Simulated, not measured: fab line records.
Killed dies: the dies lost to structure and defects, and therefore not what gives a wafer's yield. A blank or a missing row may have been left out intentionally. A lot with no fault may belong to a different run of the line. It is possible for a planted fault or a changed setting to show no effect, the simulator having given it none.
Chamber matching -- flow n5Finfet -- N5_BEOL_M7_ETCH_62 on rieDiel-04: 4 sister chambers
The step etches SOC in N2/H2, target depth 110 nm, overetch 22 nm, time 165 s. 8 wafers are shown with their chamber, then 10 later ones without.

EACH WAFER AND ITS CHAMBER
wafer,chamber,drypumpMotorCurrentA (A),showerheadPlenumPTorr (Torr)
L086.3,0,6.3,2.72
L087.1,1,5.8,2.50
L087.6,3,5.4,2.58
L089.2,3,5.4,2.57
L089.3,2,5.4,2.66
L089.4,1,5.8,2.50
L091.3,2,5.4,2.66
L091.5,0,6.4,2.72

WAFERS WITHOUT THEIR CHAMBER
wafer,drypumpMotorCurrentA (A),showerheadPlenumPTorr (Torr)
L091.6,5.5,2.57
L092.3,5.8,2.50
L092.4,6.4,2.72
L092.6,5.4,2.66
L093.1,5.8,2.50
L093.2,5.4,2.57
L093.4,5.4,2.66
L094.1,5.4,2.66
L094.2,5.8,2.50
L094.5,5.4,2.66

CHAMBER TAKEN BY EACH
wafer,from the rows above,in truth
L091.6,3,3
L092.3,1,1
L092.4,0,0
L092.6,2,2
L093.1,1,1
L093.2,3,3
L093.4,2,2
L094.1,2,2
L094.2,1,1
L094.5,2,2
Placed correctly: 10 of 10. Left unplaced by these rows: 0. Number placed wrongly: 0.
How it was worked out, from the rows above alone: a wafer's distance from a chamber is the root of the sum, over the readings, of the square of ((its reading less the chamber's mean) divided by the reading's scatter). The wafer belongs to the nearest chamber; if the next one is less than 2 further off, it can't be placed. For every chamber, the mean is computed from those of its wafers that are shown. The scatter is the square root of a quotient: the sum, over the shown wafers, of each reading's squared deviation from its chamber's mean, divided by wafers minus chambers.
